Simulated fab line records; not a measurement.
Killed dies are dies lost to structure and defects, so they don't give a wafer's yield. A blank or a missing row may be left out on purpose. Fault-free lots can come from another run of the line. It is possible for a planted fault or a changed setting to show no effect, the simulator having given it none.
3 desks looking at one fault :: flow n5_finfet :: each desk has only its own numbers; what lay behind them comes last

THE METROLOGY DESK
What the gauges read for every lot (on any tool): the sampled wafers with a number, averaged. A lot is out of limits, marked OUT, if its mean lies more than 4 standard deviations from the usual mean; the brackets give that distance. Of its 15 readings 7 are shown: those that lie furthest out on some lot.
Columns: A = RS_SD_N at N5_SD_ACTIVATION_RS_MEAS_03, usual 21.80 ohm/sq; B = thk_nm at N5_ILD0_THK_MEAS_04, usual 197.2 nm; C = DIBL_N at N5_BEOL_M4_RC_MEAS_101, usual 35.7 mV/V; D = DIBL_P at N5_BEOL_M4_RC_MEAS_101, usual 35.7 mV/V; E = SS_N at N5_BEOL_M4_RC_MEAS_101, usual 71.3 mV/dec; F = SS_P at N5_BEOL_M4_RC_MEAS_101, usual 73.1 mV/dec; G = VT_N at N5_BEOL_M4_RC_MEAS_101, usual 250 mV
lot: L202
first seen here: day 3 18:51
A: 21.54
B: 195.6
C: 36.9
D: 36.5
E: 71.4
F: 73.2
G: 250

lot: L209
first seen here: day 5 11:04
A: 21.81
B: 195.9
C: 35.7
D: 34.3
E: 71.2
F: 72.5
G: 254

lot: L215
first seen here: day 6 22:52
A: 21.76
B: 197.8
C: 36.4
D: 37.4
E: 71.3
F: 73.3
G: 248

lot: L216
first seen here: day 7 02:41
A: 22.04
B: 198.2
C: 36.4
D: 37.0
E: 70.9
F: 72.7
G: 249

lot: L217
first seen here: day 7 17:05
A: 22.18
B: 196.5
C: 37.7
D: 36.9
E: 72.3
F: 73.8
G: 248

lot: L220
first seen here: day 8 12:15
A: 21.62
B: 198.9
C: 35.6
D: 34.4
E: 71.2
F: 73.0
G: 254

lot: L224
first seen here: day 9 10:27
A: 21.89
B: 196.2
C: 37.1
D: 38.8
E: 71.6
F: 73.7
G: 248
This desk's finding: nothing out of limits on any of the 7 lots.

THE DEFECT DESK
Counts from the inspections along the route, per lot, as means over the sampled wafers that have a number. A lot is out of limits, marked OUT, if its mean lies more than 4 standard deviations from the usual mean; the brackets give that distance.
Columns: A = raw_defect_count at N5_SD_ACTIVATION_INSPECT_02, usual 193
lot: L202
first seen here: day 3 19:10
A: 199

lot: L209
first seen here: day 5 11:22
A: 271

lot: L215
first seen here: day 6 23:11
A: 169

lot: L216
first seen here: day 7 02:59
A: 112

lot: L217
first seen here: day 7 17:23
A: 213

lot: L220
first seen here: day 8 12:34
A: 203

lot: L224
first seen here: day 9 10:43
A: 200
This desk's finding: nothing out of limits on any of the 7 lots.

AT THE TOOL OWNER'S DESK: ald_sin-02
The tool's own readings at N5_ILD0_ALD_15 (deposits SiNx, target thk 24 nm, pulse time 1 s, ald cycles 480): means of the sampled wafers that have a number, for each lot that ran on this tool. A lot is out of limits, marked OUT, if its mean lies more than 4 standard deviations from the usual mean; the brackets give that distance.
Columns: A = heater_power_w at N5_ILD0_ALD_15, usual 824 W; B = precursor_pulse_height_rel at N5_ILD0_ALD_15, usual 0.998; C = susceptor_temp_C at N5_ILD0_ALD_15, usual 400.01 C
lot: L202
first seen here: day 3 23:03
A: 729
B: 1.003
C: 400.09

lot: L209
first seen here: day 5 15:40
A: 788
B: 1.026
C: 400.08

lot: L216
first seen here: day 7 06:46
A: 755
B: 0.983
C: 399.93

lot: L217
first seen here: day 7 21:14
A: 769
B: 1.011
C: 399.83

lot: L220
first seen here: day 8 16:19
A: 815
B: 0.983
C: 399.99
This desk's finding: nothing out of limits on any of the 5 lots.

TAKEN TOGETHER
At the metrology desk, nothing out of limits was observed.
Nothing the defect desk looked at was out of limits.
The tool owner's desk saw nothing out of limits.

WHAT WAS PUT IN BY THE SIMULATOR
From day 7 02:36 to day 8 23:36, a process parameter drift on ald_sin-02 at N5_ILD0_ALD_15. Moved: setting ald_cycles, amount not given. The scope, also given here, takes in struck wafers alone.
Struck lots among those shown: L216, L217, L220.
